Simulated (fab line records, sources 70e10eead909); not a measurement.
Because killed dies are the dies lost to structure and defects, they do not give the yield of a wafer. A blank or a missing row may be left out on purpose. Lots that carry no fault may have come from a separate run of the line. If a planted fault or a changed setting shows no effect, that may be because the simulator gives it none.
Which tool was responsible? -- flow nand_harc -- Sampling: 12 lots, 36 wafers, 5 of 1302 route steps

== WHAT THE GAUGES SHOWED, per wafer ==
NHARC_END_SORT_01.
lot,measured,on,killed_at_array,killed_at_other,killed_at_periphery,killed_dies,killed_open,killed_short
L739,day 30 19:33,prober-02,676 674 673,1 1 2,0 2 2,677 677 677,3 4 4,1 1 1
L740,day 31 03:23,prober-01,674 675 676,1 2 0,2 0 1,677 677 677,3 2 3,2 3 1
L741,day 31 02:34,prober-02,673 676 672,0 0 1,4 1 4,677 677 677,2 2 5,6 3 5

== TOOL THAT RAN EACH LOT (tool first, then ch and the chambers of the sampled wafers, then the start) ==
lot,NHARC_A_STAIRCASE_ETCHBACK_422,NHARC_A_STAIRCASE_CMP_472,NHARC_A_SGD_CUT_ETCHBACK_24,NHARC_A_SLIT_DEP_00
L727,"rie_diel-05 ch 0,2, day 19 07:30","cmp-02 ch 0,2, day 19 08:25","rie_diel-09 ch 0,2, day 19 16:22","acl_dep-03 ch 0, day 19 17:02"
L730,"rie_diel-08 ch 2,3, day 19 20:41","cmp-01 ch 0,2, day 19 22:01","rie_diel-10 ch 0,3, day 20 05:17","acl_dep-03 ch 0, day 20 09:39"
L728,"rie_diel-08 ch 0,3, day 19 23:25","cmp-01 ch 1,2, day 20 00:19","rie_diel-09 ch 0,1,2, day 20 05:15","acl_dep-03 ch 0, day 20 07:08"
L733,"rie_diel-05 ch 0,1,3, day 21 03:23","cmp-02 ch 0,1,3, day 21 04:18","rie_diel-09 ch 0,1,3, day 21 14:56","acl_dep-01 ch 0, day 21 15:53"
L737,"rie_diel-13 ch 0,2, day 23 13:07","cmp-02 ch 0,1, day 23 14:01","rie_diel-01 ch 1,3, day 23 23:57","acl_dep-02 ch 0, day 24 00:37"
L739,"rie_diel-08 ch 2,3, day 24 23:34","cmp-03 ch 1,2, day 25 00:33","rie_diel-01 ch 0,2,3, day 25 18:14",-
L740,"rie_diel-13 ch 0,2, day 24 23:41","cmp-02 ch 0,1,3, day 25 00:40","rie_diel-10 ch 0,3, day 25 18:13",-
L741,"rie_diel-08 ch 0,1,3, day 25 09:46","cmp-02 ch 1,2,3, day 25 10:41","rie_diel-10 ch 0,1,2, day 25 18:22",-
L742,"rie_diel-08 ch 0,1,2, day 25 09:53","cmp-03 ch 0,1,2, day 25 10:53","rie_diel-01 ch 0,1,2, day 25 18:24","acl_dep-01 ch 0, day 25 22:00"
L747,"rie_diel-13 ch 1,3, day 28 00:08","cmp-03 ch 0,1,2, day 28 01:06","rie_diel-09 ch 0,2, day 28 09:01","acl_dep-03 ch 0, day 28 10:51"
L748,"rie_diel-08 ch 0,1,3, day 28 08:58","cmp-02 ch 1,2,3, day 28 09:52","rie_diel-01 ch 1,2,3, day 28 17:04","acl_dep-02 ch 0, day 28 18:15"
L749,"rie_diel-13 ch 0,2,3, day 28 21:36","cmp-01 ch 0,1,3, day 28 22:33","rie_diel-10 ch 0,1,2, day 29 05:56","acl_dep-01 ch 0, day 29 07:49"
- NHARC_A_STAIRCASE_ETCHBACK_422: etches the open film in CH3F/O2, target depth 40 nm, time 74.286 s.
- NHARC_A_STAIRCASE_CMP_472: polishes SiO2.
- NHARC_A_SGD_CUT_ETCHBACK_24: etches the open film in CH3F/O2, target depth 50 nm, time 92.857 s.
- NHARC_A_SLIT_DEP_00: deposits aC, target thk 6200 nm.

== AS READ BY THE TOOLS THEMSELVES (means over the sampled wafers that have a number; for cases with no such wafer, the mark the record gives instead) ==
NHARC_A_STAIRCASE_ETCHBACK_422.
lot,tool,bias_w (W),ch3f_flow_sccm (sccm),drypump_motor_current_A (A),oes_product_au (a.u.),rf_vpp_V (V),showerhead_plenum_p_Torr (Torr),throttle_valve_pct (%)
L727,rie_diel-05,100.09,49.98,5.7,1.02,245.9,2.57,20.663
L730,rie_diel-08,99.89,50.01,5.5,0.93,244.7,2.52,20.658
L728,rie_diel-08,100.24,50.04,5.4,0.94,243.5,2.44,20.671
L733,rie_diel-05,99.89,49.81,5.9,0.99,245.4,2.57,20.653
L737,rie_diel-13,100.00,49.89,5.6,0.99,243.6,2.41,20.667
L739,rie_diel-08,100.21,50.04,5.7,1.01,245.6,2.57,20.660
L740,rie_diel-13,100.15,49.89,5.7,0.99,243.7,2.51,20.657
L741,rie_diel-08,99.79,50.16,5.8,1.01,245.2,2.48,20.662
L742,rie_diel-08,99.98,50.00,6.1,1.01,245.0,2.55,20.666
L747,rie_diel-13,100.19,50.16,6.1,1.00,244.6,2.37,20.662
L748,rie_diel-08,100.12,49.98,5.8,0.93,244.3,2.47,20.657
L749,rie_diel-13,100.00,49.96,5.7,0.97,243.4,2.39,20.650

NHARC_A_STAIRCASE_CMP_472.
lot,tool,motor_current_A (A),pad_life_wafers
L727,cmp-02,13.3,37
L730,cmp-01,11.6,272
L728,cmp-01,11.3,282
L733,cmp-02,11.0,241
L737,cmp-02,11.7,42
L739,cmp-03,11.0,103
L740,cmp-02,11.1,224
L741,cmp-02,12.3,271
L742,cmp-03,11.2,170
L747,cmp-03,11.0,428
L748,cmp-02,12.1,103
L749,cmp-01,11.8,236

NHARC_A_SGD_CUT_ETCHBACK_24.
lot,tool,bias_w (W),ch3f_flow_sccm (sccm),drypump_motor_current_A (A),oes_product_au (a.u.),rf_vpp_V (V),showerhead_plenum_p_Torr (Torr),throttle_valve_pct (%)
L727,rie_diel-09,99.5,49.90,5.7,1.00,243.8,2.42,20.659
L730,rie_diel-10,100.2,49.86,5.3,1.00,245.9,2.59,20.661
L728,rie_diel-09,99.9,50.02,6.0,0.97,245.0,2.47,20.661
L733,rie_diel-09,100.2,49.98,6.4,0.93,245.0,2.50,20.665
L737,rie_diel-01,100.0,49.92,5.7,1.01,244.4,2.45,20.663
L739,rie_diel-01,-,-,-,-,-,-,-
L740,rie_diel-10,-,-,-,-,-,-,-
L741,rie_diel-10,-,-,-,-,-,-,-
L742,rie_diel-01,100.0,49.85,5.7,1.00,242.5,2.36,20.659
L747,rie_diel-09,100.0,49.98,5.7,0.92,244.2,2.42,20.657
L748,rie_diel-01,99.7,50.00,5.6,0.93,242.9,2.39,20.662
L749,rie_diel-10,100.0,49.99,5.9,0.92,244.5,2.48,20.666

NHARC_A_SLIT_DEP_00.
lot,tool,throttle_valve_pct (%)
L727,acl_dep-03,35.004
L730,acl_dep-03,34.995
L728,acl_dep-03,35.004
L733,acl_dep-01,35.000
L737,acl_dep-02,34.989
L742,acl_dep-01,35.005
L747,acl_dep-03,35.004
L748,acl_dep-02,35.004
L749,acl_dep-01,35.009

== THE ANSWER, worked out from the rows above alone ==
Rule: what is usual is taken from the lots themselves. Put in order of their means at a reading, lots are off if they are a third of the lots or fewer, leave a main group of 4 or more, and stand apart from it by a gap of 3 or more times the standard deviation of the main group's means; of several such gaps the widest counts. A main group whose means are all the same, to the digits that the tables above print for the reading, isn't used. Also off: a lot with no number at a reading for which 4 or more lots have one. The other lots that the step has rows for count as sound. After the gauges, taken in route order, come the tools' own readings; for these a lot's mean is taken, as printed above. At the first step where some lot is off, the reading lying furthest off is the one used; lots without a number count as furthest.
Off at NHARC_A_SGD_CUT_ETCHBACK_24 (bias_w): L739, L740, L741. Without a number there: L739, L740, L741. Mean 99.9 W and standard deviation 0.21 in the main group.
If a tool, at that step or one of the process steps before it, ran each lot that is off and ran no sound lot following the first of them, it fits. Of those tried, none fits.

== WHAT THE SIMULATOR HAD INSERTED ==
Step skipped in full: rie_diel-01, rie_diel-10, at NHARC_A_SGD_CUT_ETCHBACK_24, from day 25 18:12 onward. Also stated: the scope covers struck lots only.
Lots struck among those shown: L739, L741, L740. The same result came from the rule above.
